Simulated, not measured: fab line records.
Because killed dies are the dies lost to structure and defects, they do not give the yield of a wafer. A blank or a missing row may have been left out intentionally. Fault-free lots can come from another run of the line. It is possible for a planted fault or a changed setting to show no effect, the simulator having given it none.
fab line records	flow n5_finfet
[record] lots = 7	wafers = 39
route steps=1938 shown FIN_CUT@160 DUMMY_GATE@215
start_h: hours from the record's opening day to when the first of the lot's shown wafers began	wait_h: hours elapsed since this lot's preceding step	" identical to the entry in the row above	L1.1+2: one row covering several wafers at once	- value missing, or start not given	* or withheld: withheld	< > ~ a bound
route shown NAME@n: a module of which the file shows steps, and the number in the route of the first	usual: mean and standard deviation over wafers with no fault	same: alike in all rows	chamber/n: place in a boat	sites: each site's reading	_std_site: how widely they spread, as a standard deviation	_edge_site: the outer-site mean with the inner-site mean subtracted	radius_mm: for every site, how far away it sits from the centre of the wafer	mask NAME#n: copy n	behind: the tool/chamber that last shaped the wafer	hold: why the lot was held/for how many hours/how that ended	device: the n, p or np transistor that did not switch	end of line: tests run on the same wafers once the route is complete	a step without rows: its recipe alone	killed: count of dies lost to structure and defects at first sort (not the wafer's yield)	map: a wafer's dies, marking killed ones x, the rest . and places with no die _
set.NAME: the run value of the setting; set.NAME@STEP: its run value at that earlier step	model.NAME: the simulator's own value behind a step, which no gauge read
lots run with intentionally changed settings; tables by step, rows by wafer
[[steps]]
[step N5_FIN_CUT_EXPOSE_05]
[recipe] mask_id = FIN_CUT	na = 0.33	source_shape = annular	sigma_inner = 0.35	sigma_outer = 0.8	polarization = unpolarized	dose_mj = 45.75
lot.wafer	tool	chamber	start_h	wait_h	mask	set.dose_mj
L076.1+2+3	euv_scanner-01	0	38.91	-	FIN_CUT#0	45.75
L076.4+5+6	"	0	"	"	FIN_CUT#0	43.92
L078.1+4+6	euv_scanner-01	0	51.41	-	FIN_CUT#0	42.62
L078.2+3+5	"	0	"	"	FIN_CUT#0	45.75
L079.1+2+4	euv_scanner-02	0	58.67	-	FIN_CUT#0	45.75
L079.3+5+6	"	0	"	"	FIN_CUT#0	48.42
L080.1+5+6	euv_scanner-01	0	64.18	-	FIN_CUT#0	45.75
L080.2+3+4	"	0	"	"	FIN_CUT#0	49.1
L081.3+4+5	euv_scanner-02	0	69.68	-	FIN_CUT#0	45.75
L084.1+2+3+4+5+6	euv_scanner-01	0	88.96	-	FIN_CUT#0	45.75
L088.1+5+6	euv_scanner-02	0	110.85	-	FIN_CUT#0	42.95
L088.2+3+4	"	0	"	"	FIN_CUT#0	45.75
[step N5_FIN_CUT_PEB_06]
[recipe] peb_temp_c = 100	peb_time_s = 60	resist = CAR-EUV
[step N5_FIN_CUT_DEVELOP_07]
[recipe] develop_time_s = 30	developer = TMAH	resist = CAR-EUV	rinse_liquid = surfactant_rinse	dry = air_spin	dev_temp_c = 23
[step N5_FIN_CUT_CD_MEAS_08]
[recipe] target_cd_nm = 29.1	landing_energy_ev = 500	detector = se_inlens	polarity = opening
[usual] cd_nm = 29.04/0.25
lot.wafer	tool	chamber	start_h	wait_h	set.dose_mj@FIN_CUT_EXPOSE_05	cd_nm
L076.1	cd_sem-03	0	39.04	-	45.75	29.42
L076.2	"	0	"	"	45.75	29.28
L076.3	"	0	"	"	45.75	29.12
L076.4	"	0	"	"	43.92	28.53
L076.5	"	0	"	"	43.92	28.65
L076.6	"	0	"	"	43.92	28.61
L078.1	cd_sem-02	0	51.54	-	42.62	27.85
L078.2	"	0	"	"	45.75	29.40
L078.3	"	0	"	"	45.75	28.75
L078.4	"	0	"	"	42.62	27.95
L078.5	"	0	"	"	45.75	28.85
L078.6	"	0	"	"	42.62	27.65
L079.1	cd_sem-01	0	58.81	-	45.75	28.96
L079.2	"	0	"	"	45.75	29.00
L079.3	"	0	"	"	48.42	30.09
L079.4	"	0	"	"	45.75	29.45
L079.5	"	0	"	"	48.42	29.85
L079.6	"	0	"	"	48.42	30.35
L080.1	cd_sem-03	0	64.31	-	45.75	29.23
L080.2	"	0	"	"	49.1	30.17
L080.3	"	0	"	"	49.1	30.43
L080.4	"	0	"	"	49.1	30.90
L080.5	"	0	"	"	45.75	29.23
L080.6	"	0	"	"	45.75	29.17
L081.3	cd_sem-01	0	69.81	-	45.75	29.29
L081.4	"	0	"	"	45.75	29.29
L081.5	"	0	"	"	45.75	29.61
L084.1	cd_sem-01	0	89.10	-	45.75	28.85
L084.2	"	0	"	"	45.75	29.18
L084.3	"	0	"	"	45.75	28.96
L084.4	"	0	"	"	45.75	29.34
L084.5	"	0	"	"	45.75	29.35
L084.6	"	0	"	"	45.75	28.58
L088.1	cd_sem-01	0	110.98	-	42.95	28.03
L088.2	"	0	"	"	45.75	28.91
L088.3	"	0	"	"	45.75	29.19
L088.4	"	0	"	"	45.75	29.01
L088.5	"	0	"	"	42.95	28.32
L088.6	"	0	"	"	42.95	28.06
[step N5_FIN_CUT_DESCUM_13]
[recipe] chemistry = O2	time_s = 7	source_power_w = 50	bias_power_w = 20	pressure_mtorr = 20	rf_frequency_hz = 2.712e+07	temp_c = 40	resist = CAR-EUV	o2_flow_sccm = 225
[step N5_FIN_CUT_ETCH_30]
[recipe] chemistry = N2/H2	target = underlayer	target_depth_a = 130	mask_material = CAR-EUV	time_s = 10.4	ion_energy_ev = 200	pressure_mtorr = 30	source_w = 840	bias_w = 150	n2_flow_sccm = 200	h2_flow_sccm = 200	ends = cleared
lot.wafer	tool	chamber	start_h	wait_h	set.dose_mj@FIN_CUT_EXPOSE_05	model.FIN_CUT.cd_offset_nm
L076.1+3	rie_diel-05	3,0	39.20	0.0	45.75	0.4
L076.2	"	1	"	"	45.75	0.2
L076.4	"	3	"	"	43.92	-0.2
L076.5+6	"	0,1	"	"	43.92	-0.6
L078.1+4	rie_diel-05	1,0	52.50	0.0	42.62	-1.2
L078.2+5	"	3,2	"	"	45.75	0.2
L078.3	"	2	"	"	45.75	0
L078.6	"	3	"	"	42.62	-1
L079.1	rie_diel-01	2	58.96	0.0	45.75	-0.6
L079.2+4	"	1,3	"	"	45.75	-0.2
L079.3+5	"	0,3	"	"	48.42	1
L079.6	"	0	"	"	48.42	0.8
L080.1+6	rie_diel-02	1	64.47	0.0	45.75	0
L080.2	"	2	"	"	49.1	1.2
L080.3	"	0	"	"	49.1	1
L080.4	"	3	"	"	49.1	1.4
L080.5	"	2	"	"	45.75	0.2
L081.3+4	rie_diel-05	0,3	69.96	0.0	45.75	0.4
L081.5	"	1	"	"	45.75	0.2
L084.1+4+5	rie_diel-02	3,1,3	89.25	0.0	45.75	0.2
L084.2	"	2	"	"	45.75	0
L084.3	"	0	"	"	45.75	-0.4
L084.6	"	2	"	"	45.75	-0.2
L088.1	rie_diel-02	2	111.59	0.0	42.95	-1.2
L088.2	"	3	"	"	45.75	0
L088.3	"	1	"	"	45.75	0.2
L088.4	"	0	"	"	45.75	-0.2
L088.5+6	"	3,2	"	"	42.95	-1
[step N5_DUMMY_GATE_CVD_03]
[recipe] material = a-Si	target_thk_a = 1500	temp_c = 530	precursor = SiH4	time_s = 8042
lot.wafer	tool	chamber	start_h	wait_h	set.temp_c	model.a-Si_of_DUMMY_GATE_CVD_03.thk_nm
L076.1+6	-	-	-	0.1	515.5	99
L076.2	"	-	"	"	515.5	100
L076.3	"	-	"	"	515.5	99.2
L076.4	"	-	"	"	515.5	100.4
L076.5	"	-	"	"	515.5	99.6
L078.1	-	-	-	0.1	530	150
L078.2	"	-	"	"	530	150.2
L078.3+6	"	-	"	"	530	150.8
L078.4	"	-	"	"	530	149
L078.5	"	-	"	"	530	148.4
L079.1+2	-	-	-	0.1	530	150.6
L079.3+4	"	-	"	"	530	151.2
L079.5+6	"	-	"	"	530	152.2
L080.1	-	-	-	0.1	551.9	273
L080.2	"	-	"	"	551.9	273.4
L080.3	"	-	"	"	551.9	274
L080.4	"	-	"	"	551.9	272.6
L080.5	"	-	"	"	551.9	273.8
L080.6	"	-	"	"	551.9	272.4
L081.3	lpcvd-01	0/25	81.87	0.1	530	150
L081.4	"	0/29	"	"	530	149
L081.5	"	0/34	"	"	530	148.8
L084.1	-	-	-	0.1	517	102.6
L084.2+4+6	"	-	"	"	517	103.8
L084.3	"	-	"	"	517	103
L084.5	"	-	"	"	517	102.8
L088.1+5	-	-	-	0.1	509.1	81.8
L088.2	"	-	"	"	509.1	82
L088.3+4	"	-	"	"	509.1	82.4
L088.6	"	-	"	"	509.1	82.2
[step N5_DUMMY_GATE_ETCH_37]
[recipe] chemistry = N2/H2	target = SOC	target_depth_a = 600	overetch_a = 300	temp_c = 40	ion_energy_ev = 200	pressure_mtorr = 30	source_w = 840	bias_w = 150	n2_flow_sccm = 200	h2_flow_sccm = 200
[usual] rf_vpp_V = 524.7/2.8
lot.wafer	tool	chamber	start_h	wait_h	set.source_w	rf_vpp_V
L076.1	rie_diel-05	0	58.58	0.0	840	529.5
L076.2	"	3	"	"	840	527.1
L076.3	"	2	"	"	840	526.3
L076.4	"	1	"	"	840	521.3
L076.5	"	2	"	"	840	526.0
L076.6	"	3	"	"	840	527.5
L078.1	rie_diel-05	1	74.48	0.0	893.9	511.6
L078.2	"	3	"	"	840	526.3
L078.3	"	2	"	"	840	528.7
L078.4	"	0	"	"	840	529.2
L078.5	"	1	"	"	893.9	510.1
L078.6	"	0	"	"	893.9	516.4
L079.1	rie_diel-01	1	79.47	0.0	840	525.8
L079.2	"	0	"	"	840	521.2
L079.3	"	2	"	"	840	526.7
L079.4	"	2	"	"	840	528.4
L079.5	"	1	"	"	840	525.2
L079.6	"	0	"	"	840	521.8
L080.1	rie_diel-02	3	83.70	0.0	996.3	491.8
L080.2	"	2	"	"	840	523.5
L080.3	"	1	"	"	996.3	496.2
L080.4	"	0	"	"	840	524.2
L080.5	"	1	"	"	996.3	498.0
L080.6	"	0	"	"	840	524.1
L081.3	rie_diel-01	1	90.56	0.0	840	526.6
L081.4	"	2	"	"	840	526.1
L081.5	"	1	"	"	840	525.6
L084.1	rie_diel-05	2	110.59	0.0	840	526.6
L084.2	"	3	"	"	980.4	498.2
L084.3	"	1	"	"	980.4	495.1
L084.4	"	0	"	"	840	529.3
L084.5	"	2	"	"	980.4	499.9
L084.6	"	1	"	"	840	520.8
L088.1	rie_diel-02	1	132.04	0.0	840	524.6
L088.2	"	3	"	"	840	519.8
L088.3	"	2	"	"	840	524.3
L088.4	"	0	"	"	840	523.8
L088.5	"	3	"	"	840	521.7
L088.6	"	0	"	"	840	523.8
[step N5_DUMMY_GATE_ETCH_31]
[recipe] chemistry = C4F6/O2	target = SiO2	mask_material = SOC	target_depth_a = 825	time_s = 27.5	ion_energy_ev = 250	pressure_mtorr = 30	source_w = 345	bias_w = 185	Ar_flow_sccm = 300	C4F6_flow_sccm = 10	O2_flow_sccm = 10
lot.wafer	tool	chamber	start_h	wait_h	set.target_depth_a	model.etch.depth_nm	model.SOC_of_DUMMY_GATE_COAT_34.thk_nm
L076.1	rie_diel-02	1	58.93	0.0	825	81.79	51.4
L076.2	"	2	"	"	825	81.4	51.6
L076.3	"	0	"	"	825	82.27	51.4
L076.4	"	3	"	"	825	79.32	51.8
L076.5	"	0	"	"	825	82.81	51.6
L076.6	"	1	"	"	825	82.06	51.4
L078.1	rie_diel-01	0	74.84	0.0	878.8	88.03	51
L078.2	"	1	"	"	878.8	89.2	51
L078.3	"	2	"	"	878.8	87.86	51.4
L078.4	"	3	"	"	825	82.91	51.6
L078.5	"	3	"	"	825	82.47	51.6
L078.6	"	0	"	"	825	81.95	51.6
L079.1	rie_diel-02	2	79.76	0.0	734.1	72.6	53.2
L079.2	"	3	"	"	825	80.42	51.8
L079.3	"	1	"	"	825	83.14	51.8
L079.4	"	0	"	"	825	83.77	51.6
L079.5	"	1	"	"	734.1	73.44	52.8
L079.6	"	2	"	"	734.1	72.69	53
L080.1	rie_diel-01	0	84.08	0.0	795.3	78.09	51.8
L080.2	"	2	"	"	825	81.94	51.6
L080.3	"	1	"	"	795.3	79.79	51.8
L080.4	"	0	"	"	795.3	78.44	51.8
L080.5	"	1	"	"	825	82.9	51.6
L080.6	"	2	"	"	825	81.65	51.8
L081.3	rie_diel-02	0	90.84	0.0	825	84.19	51.4
L081.4	"	2	"	"	825	82.04	52.2
L081.5	"	2	"	"	825	82.36	52
L084.1	rie_diel-02	0	111.08	0.1	926.1	94.59	50.4
L084.2	"	1	"	"	825	82.9	51.8
L084.3	"	3	"	"	926.1	90.07	50.8
L084.4	"	2	"	"	825	82.38	52
L084.5	"	2	"	"	926.1	92.29	51
L084.6	"	1	"	"	825	82.99	51.4
L088.1	rie_diel-05	0	132.38	0.0	825	83.02	51.6
L088.2	"	1	"	"	754.4	73.61	52.4
L088.3	"	2	"	"	754.4	73.23	52.6
L088.4	"	3	"	"	825	82.61	51.2
L088.5	"	2	"	"	754.4	72.32	52.6
L088.6	"	3	"	"	825	83.53	51.4
[step N5_DUMMY_GATE_ETCH_32]
[recipe] chemistry = CF4	target = SiO2	target_depth_a = 35	time_s = 3.9	ion_energy_ev = 350	pressure_mtorr = 10	icp_w = 800	bias_w = 400	cf4_flow_sccm = 80
lot.wafer	tool	chamber	start_h	wait_h	set.time_s	model.etch.depth_nm
L076.1	rie_si-06	2	59.17	0.1	3.9	3.467
L076.2	"	0	"	"	3.059	2.726
L076.3	"	3	"	"	3.059	2.667
L076.4	"	1	"	"	3.059	2.84
L076.5	"	1	"	"	3.9	3.64
L076.6	"	0	"	"	3.9	3.455
L078.1	rie_si-05	0	75.09	0.1	3.9	3.539
L078.2	"	2	"	"	3.9	3.473
L078.3	"	1	"	"	3.9	3.51
L078.4	"	3	"	"	3.9	3.428
L078.5	"	3	"	"	3.9	3.423
L078.6	"	2	"	"	3.9	3.445
L079.1	rie_si-06	2	80.00	0.1	3.9	3.469
L079.2	"	3	"	"	4.772	4.148
L079.3	"	0	"	"	3.9	3.446
L079.4	"	1	"	"	3.9	3.625
L079.5	"	0	"	"	4.772	4.218
L079.6	"	1	"	"	4.772	4.46
L080.1	rie_si-06	0	84.33	0.1	3.9	3.464
L080.2	"	2	"	"	3.9	3.468
L080.3	"	3	"	"	4.179	3.635
L080.4	"	1	"	"	4.179	3.869
L080.5	"	3	"	"	3.9	3.414
L080.6	"	0	"	"	4.179	3.709
L081.3	rie_si-06	3	91.09	0.1	3.9	3.369
L081.4	"	1	"	"	3.9	3.563
L081.5	"	2	"	"	3.9	3.436
L084.1	rie_si-05	1	111.32	0.1	3.9	3.499
L084.2	"	3	"	"	3.9	3.395
L084.3	"	0	"	"	3.9	3.489
L084.4	"	2	"	"	4.257	3.759
L084.5	"	0	"	"	4.257	3.766
L084.6	"	1	"	"	4.257	3.821
L088.1	rie_si-06	3	132.62	0.1	3.9	3.375
L088.2	"	2	"	"	3.9	3.466
L088.3	"	0	"	"	4.319	3.764
L088.4	"	1	"	"	3.9	3.587
L088.5	"	2	"	"	4.319	3.799
L088.6	"	1	"	"	4.319	3.955
[step N5_DUMMY_GATE_ETCH_42]
[recipe] chemistry = CHF3/O2	target = SiO2	target_depth_a = 35	time_s = 31	ion_energy_ev = 30	bias_w = 12	pressure_mtorr = 30	source_w = 600	Ar_flow_sccm = 200	CHF3_flow_sccm = 50	O2_flow_sccm = 5
[usual] rf_vpp_V = 42.6/1.1
lot.wafer	tool	chamber	start_h	wait_h	set.bias_w	rf_vpp_V
L076.1	rie_diel-01	0	59.46	0.1	12	42.7
L076.2	"	2	"	"	12	43.3
L076.3	"	1	"	"	12	41.2
L076.4	"	3	"	"	12	41.5
L076.5	"	2	"	"	12	43.3
L076.6	"	1	"	"	12	42.5
L078.1	rie_diel-01	2	75.34	0.0	12	43.0
L078.2	"	0	"	"	13.79	47.4
L078.3	"	3	"	"	12	41.5
L078.4	"	1	"	"	13.79	46.1
L078.5	"	1	"	"	13.79	46.7
L078.6	"	2	"	"	12	43.6
L079.1	rie_diel-02	1	80.26	0.1	12.85	46.4
L079.2	"	2	"	"	12.85	46.4
L079.3	"	0	"	"	12.85	44.7
L079.4	"	3	"	"	12	42.1
L079.5	"	2	"	"	12	43.9
L079.6	"	1	"	"	12	43.5
L080.1	rie_diel-05	2	84.58	0.0	9.741	35.5
L080.2	"	1	"	"	9.741	36.3
L080.3	"	3	"	"	12	43.4
L080.4	"	0	"	"	12	43.3
L080.5	"	1	"	"	12	40.9
L080.6	"	0	"	"	9.741	36.7
L081.3	rie_diel-02	2	91.34	0.0	12	43.8
L081.4	"	0	"	"	12	43.0
L081.5	"	2	"	"	12	43.0
L084.1	rie_diel-05	3	111.71	0.2	12	43.2
L084.2	"	1	"	"	12	41.6
L084.3	"	2	"	"	12	41.3
L084.4	"	0	"	"	12	44.7
L084.5	"	2	"	"	12	41.6
L084.6	"	3	"	"	12	41.9
L088.1	rie_diel-02	2	132.87	0.0	12	41.3
L088.2	"	1	"	"	12	43.0
L088.3	"	0	"	"	10.13	39.8
L088.4	"	3	"	"	10.13	36.4
L088.5	"	2	"	"	10.13	37.1
L088.6	"	1	"	"	12	44.1
[[key]]
[split] step = N5_FIN_CUT_EXPOSE_05	setting = dose_mj	stated = 45.75	by = wafer
[response] step = N5_FIN_CUT_CD_MEAS_08	reading = cd_nm	change = +0.167	per = 1%	r = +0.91
[response] step = N5_FIN_CUT_ETCH_30	reading = model.FIN_CUT.cd_offset_nm	change = +0.181	per = 1%	r = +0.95
[split] step = N5_DUMMY_GATE_CVD_03	setting = temp_c	stated = 530	by = lot
[response] step = N5_DUMMY_GATE_CVD_03	reading = model.a-Si_of_DUMMY_GATE_CVD_03.thk_nm	change = +23.6	per = 1%	r = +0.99
[split] step = N5_DUMMY_GATE_ETCH_37	setting = source_w	stated = 840	by = wafer
[response] step = N5_DUMMY_GATE_ETCH_37	reading = rf_vpp_V	change = -1.64	per = 1%	r = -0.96
[split] step = N5_DUMMY_GATE_ETCH_31	setting = target_depth_a	stated = 825	by = wafer
[response] step = N5_DUMMY_GATE_ETCH_31	reading = model.etch.depth_nm	change = +0.896	per = 1%	r = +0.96
[response] step = N5_DUMMY_GATE_ETCH_31	reading = model.SOC_of_DUMMY_GATE_COAT_34.thk_nm	change = -0.0985	per = 1%	r = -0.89
[split] step = N5_DUMMY_GATE_ETCH_32	setting = time_s	stated = 3.9	by = wafer
[response] step = N5_DUMMY_GATE_ETCH_32	reading = model.etch.depth_nm	change = +0.0351	per = 1%	r = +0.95
[split] step = N5_DUMMY_GATE_ETCH_42	setting = bias_w	stated = 12	by = wafer
[response] step = N5_DUMMY_GATE_ETCH_42	reading = rf_vpp_V	change = +0.319	per = 1%	r = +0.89
